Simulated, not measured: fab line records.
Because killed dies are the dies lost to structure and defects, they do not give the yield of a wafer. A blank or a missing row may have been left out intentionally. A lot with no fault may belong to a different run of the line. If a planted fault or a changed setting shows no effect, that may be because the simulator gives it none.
Code-filled problem report in 8D (eight disciplines) form    flow n5Finfet    the parts of the form that need people (team, actions taken, sign-off) are left out

## 1. WHAT IS WRONG
At N5_BEOL_M13_INSPECT_55, rawDefectCount averages 670 over 2 wafers from 2 lots, while fault-free wafers read 74, standard deviation 25. Relative to the usual mean, that is a shift of +24 standard deviations.
The step: inspects for defects (darkfield).
First observed at day 15 01:33: wafer L852.5, on defectInspect-02. Wafers with a number at this step in the record: 33, from 11 lots. By rule, "out" or "out of limits" means more than 4 standard deviations away from the usual mean. Any other wafer with a number is counted as sound.

## 2. WHAT IT IS, AND WHAT IT ISN'T
question                     is                 is not
which readings at this step  rawDefectCount     -
which lots                   L852, L853         L838, L839, L841, L843, L845, L855, L856, L857, L859
which wafers of those lots   L852.5, L853.3     L852.2, L852.3, L853.1, L853.5
read on which gauges         defectInspect-02   defectInspect-01
when                         from day 15 01:33  up to then (17 sound wafers); but 14 sound wafers of L853, L855, L856, L857, L859 came after

## 3. THE SUSPECTS, EACH WITH WHAT RULES IT OUT
Counting: any tool at a process step up to the reading remains a suspect provided it ran every lot that is out. Sound lots after the first of them don't rule it out here, since some wafers of a struck lot are sound.
- the gauge at N5_BEOL_M13_INSPECT_55 has been ruled out. All the wafers that are out were read on defectInspect-02, but those of them that N5_PASSIVATION_PROBE_49 has rows for are out there too, on other tools.
- pecvd-02 at N5_BEOL_M13_DEP_53 (deposits SiCN from 3MS/NH3, target thk 50 nm, time 17.8 s): kept. It ran every lot that is out, first L852 (day 15 01:28); its last sound lot up to then is L845 (day 13 16:47).
- Within pecvd-02 at N5_BEOL_M13_DEP_53: the wafers that are out ran in chamber 2; their sound lot-mates ran in chambers 0, 1.
Remaining after the count: pecvd-02 at N5_BEOL_M13_DEP_53.

## 4. THE CAUSE (what the simulator had put in)
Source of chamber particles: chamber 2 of pecvd-02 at N5_BEOL_M13_DEP_53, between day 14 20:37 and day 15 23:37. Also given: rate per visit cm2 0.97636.
This tool alone remained once counting was done.

## 5. SEQUENCE OF EFFECTS, ordered by route
Each row: a reading where the mean over the struck wafers with a number is more than 3 standard deviations away from the usual. Only readings for which the record gives a usual standard deviation are gone through. hours: the time from each lot's start at the first step in this table that gives one to its start at this step, as a median over the lots. sigmas: the change in usual standard deviations.
hours  step                     reading              usual   on struck wafers  change  sigmas
0      N5_BEOL_M13_INSPECT_55   rawDefectCount       74      670               +596    +24
26     N5_PASSIVATION_PROBE_49  defectLimitedYield   91.4 %  83.2              -8.2    -5.8
26     N5_PASSIVATION_PROBE_49  killed_at_M4_up      13      117               +104    +23
26     N5_PASSIVATION_PROBE_49  killedDies           102     198               +96     +6.0
26     N5_PASSIVATION_PROBE_49  killedOnRim          13      30                +18     +4.2
26     N5_PASSIVATION_PROBE_49  sort_bin_5_function  5.1 %   9.6               +4.5    +5.1
26     N5_PASSIVATION_PROBE_49  sortNPass            1078    982               -96     -6.0
It contains these process steps:
- N5_PASSIVATION_PROBE_49
Later measuring or inspecting steps at which every struck wafer that the step has a row for has a number for every such reading, and none has moved that far: N5_BEOL_M14_CD_MEAS_10.

## 6. HOW IT WOULD HAVE BEEN CAUGHT EARLIER
The first out-of-limits reading at a measuring or inspecting step in this record came at day 15 01:33, 5 hours after the fault's start at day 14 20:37.
No tool reading at N5_BEOL_M13_DEP_53 that has a usual standard deviation in the record was out on any struck wafer, so an alarm limit of 4 standard deviations on those readings would not have fired.
Of the lots that are out (2), L853 began N5_BEOL_M13_DEP_53 on pecvd-02 after day 15 01:33. A tool hold placed at that time would have kept it from harm.
